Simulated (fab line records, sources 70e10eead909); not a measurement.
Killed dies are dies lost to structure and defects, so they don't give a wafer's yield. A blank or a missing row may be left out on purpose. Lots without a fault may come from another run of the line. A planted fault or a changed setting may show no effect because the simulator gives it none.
A struck lot beside a sound one | flow nand_harc | 44 steps out of a route of 1159
Sound: wafers L184.1, L184.4, L184.6. Struck: wafers L180.1, L180.4, L180.6. The cause comes at the end.
At each step with rows: each side's tool, then ch and its chambers, then its first start. Under that, the readings that differ: sound wafers | struck wafers | difference of the means | sigmas: that difference in standard deviations of wafers without a fault.
alike: readings whose means differ by less than 2 such deviations, and words and numbers that are the same on both sides. not compared: withheld readings, readings that some wafer has no value for, bounds like >300 that may hide the same value, and numbers for which the record gives no deviation and whose values overlap.
The two part at a step that has a row with sigmas, a row that says differs or no value, or rows on one side only. Numbers that don't overlap but have no deviation are shown without sigmas and don't part them. A reading that every wafer of one side lacks parts them only if that side has two wafers or more.

first, 2 steps without rows for these wafers: NHARC_P_STI_SRD_39; NHARC_P_STI_OXIDE_40 (material SiO2, target thk 10 nm, ox time 1362 s).
NHARC_P_STI_INSPECT_25:
  sound on defect_inspect-02, day 7 11:09; struck on defect_inspect-01, day 6 05:43
  alike: raw_defect_count
then, 9 steps without rows for these wafers: NHARC_P_GATE_ETCH_69 (etches SiO2 in dHF, target depth 14 nm); NHARC_P_GATE_PRECLEAN_70 (cleans in SC1); NHARC_P_GATE_SRD_01; NHARC_P_GATE_OXIDE_02 (material SiO2, target thk 37.5 nm, ox time 365 s); NHARC_P_GATE_DEHYDRATE_03 (time 120 s); NHARC_P_GATE_HMDS_04 (time 30 s); NHARC_P_GATE_COAT_05; NHARC_P_GATE_SOFTBAKE_06 (time 95 s); NHARC_P_GATE_EBR_07.
NHARC_P_GATE_EXPOSE_08: exposes mask P HV.
  sound on krf_scanner-01 ch 0, day 7 19:16; struck on krf_scanner-03, day 6 13:37
  no value came back on the struck wafers for exposure_dose_mJ_cm2, focus_offset_nm (nm); on the sound wafers exposure_dose_mJ_cm2 reads 16.753 16.762 16.755
  alike: mask
then, 2 steps without rows for these wafers: NHARC_P_GATE_PEB_09 (peb time 85 s); NHARC_P_GATE_DEVELOP_10 (time 70 s).
NHARC_P_GATE_CD_MEAS_11: target cd 1640 nm.
  sound on cd_sem-01 ch 0, day 7 19:26; struck on cd_sem-01 ch 0, day 6 13:46
  reading    | sound                | struck | difference                    | sigmas
  cd_nm (nm) | 1640.7 1642.2 1641.6 | - - -  | no value on the struck wafers |
then, 8 steps without rows for these wafers: NHARC_P_GATE_HARDBAKE_12 (time 80 s); NHARC_P_GATE_DESCUM_13 (chemistry O2, time 3 s); NHARC_P_GATE_ETCH_14 (etches SiO2 in dHF, target depth 48.8 nm); NHARC_P_GATE_STRIP_15 (strips in SPM, time 780 s); NHARC_P_GATE_PRECLEAN_71 (cleans in SC1); NHARC_P_GATE_SRD_72; NHARC_P_GATE_OXIDE_16 (material SiO2, target thk 3 nm, ox time 392 s); NHARC_P_GATE_CVD_17 (deposits poly-Si, target thk 150 nm, time 900 s).
NHARC_P_GATE_HM_DEP_102: deposits aC, target thk 120 nm.
  sound on acl_dep-03 ch 0, day 8 11:44; struck on acl_dep-01 ch 0, day 7 03:05
  alike: susceptor_temp_C, throttle_valve_pct
NHARC_P_GATE_DEP_103: deposits SiON, target thk 30 nm.
  sound on pecvd-03 ch 0,1,2, day 8 12:28; struck on pecvd-04 ch 0,1, day 7 03:57
  alike: heater_power_w, susceptor_temp_C
then, 8 steps without rows for these wafers: NHARC_P_GATE_DEHYDRATE_18 (time 120 s); NHARC_P_GATE_HMDS_19 (time 30 s); NHARC_P_GATE_COAT_20 (resist thk 90 nm); NHARC_P_GATE_SOFTBAKE_21 (time 55 s); NHARC_P_GATE_EBR_22; NHARC_P_GATE_EXPOSE_23 (exposes mask P GATE, target cd 120 nm); NHARC_P_GATE_PEB_24 (peb time 65 s); NHARC_P_GATE_DEVELOP_25 (develop time 35 s).
NHARC_P_GATE_CD_MEAS_26: target cd 120 nm.
  sound on cd_sem-01 ch 0, day 8 13:05; struck on cd_sem-01 ch 0, day 7 04:37
  alike: cd_nm
NHARC_P_GATE_OVL_MEAS_27:
  sound on overlay-02, day 8 13:10; struck on overlay-01, day 7 04:41
  alike: overlay_x_nm, overlay_y_nm
NHARC_P_GATE_INSPECT_28:
  sound on defect_inspect-02, day 8 13:13; struck on defect_inspect-02, day 7 04:44
  reading          | sound | struck         | difference | sigmas
  raw_defect_count | 9 6 5 | 1040 1075 1079 | +1058      | +99 or more
NHARC_P_GATE_DESCUM_31: chemistry O2, time 3 s.
  sound on rie_diel-02 ch 0,1,2, day 8 13:16; struck on rie_diel-11 ch 1,2, day 7 04:47
  alike: drypump_motor_current_A, oes_product_au, rf_vpp_V, showerhead_plenum_p_Torr, throttle_valve_pct
  not compared: rf_hours_counter_h
NHARC_P_GATE_ETCH_104: etches the open film in CF4/CHF3, target depth 60 nm.
  sound on rie_diel-02 ch 2,3, day 8 13:34; struck on rie_diel-11 ch 0,1,2, day 7 04:56
  alike: drypump_motor_current_A, oes_product_au, rf_vpp_V, showerhead_plenum_p_Torr, throttle_valve_pct
then, 2 steps without rows for these wafers: NHARC_P_GATE_HM_OPEN_105 (chemistry O2/COS, target depth 360 nm); NHARC_P_GATE_STRIP_106 (strips in O2/COS).
NHARC_P_GATE_ETCH_114: etches the open film in CF4/O2, target depth 30 nm, overetch 3 nm, time 16.5 s.
  sound on rie_diel-02 ch 0,1,2; struck on rie_diel-11 ch 0,1
  alike: drypump_motor_current_A, oes_product_au, rf_vpp_V, showerhead_plenum_p_Torr, throttle_valve_pct
  not compared: rf_hours_counter_h
NHARC_P_GATE_INSPECT_68:
  sound on defect_inspect-01, day 9 08:41; struck on defect_inspect-02, day 7 23:11
  reading          | sound       | struck         | difference | sigmas
  raw_defect_count | 322 450 260 | 1306 1356 1230 | +953       | +14
-- the record jumps here: 14 days lie between the struck wafers' starts before and after (it left off in module P_GATE and takes up again in module END, whose first step shown is number 1159 of the route) --
NHARC_END_SORT_01:
  the record has rows for the struck wafers here (prober-01 ch 0, day 22 07:30) and none for the sound ones

WHERE THEY PART
First at NHARC_P_GATE_EXPOSE_08; last, within this record, at NHARC_END_SORT_01.

WHY: what the simulator had put in
Skipped step whole: krf_scanner-03, from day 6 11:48 on, at NHARC_P_GATE_EXPOSE_08. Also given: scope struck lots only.
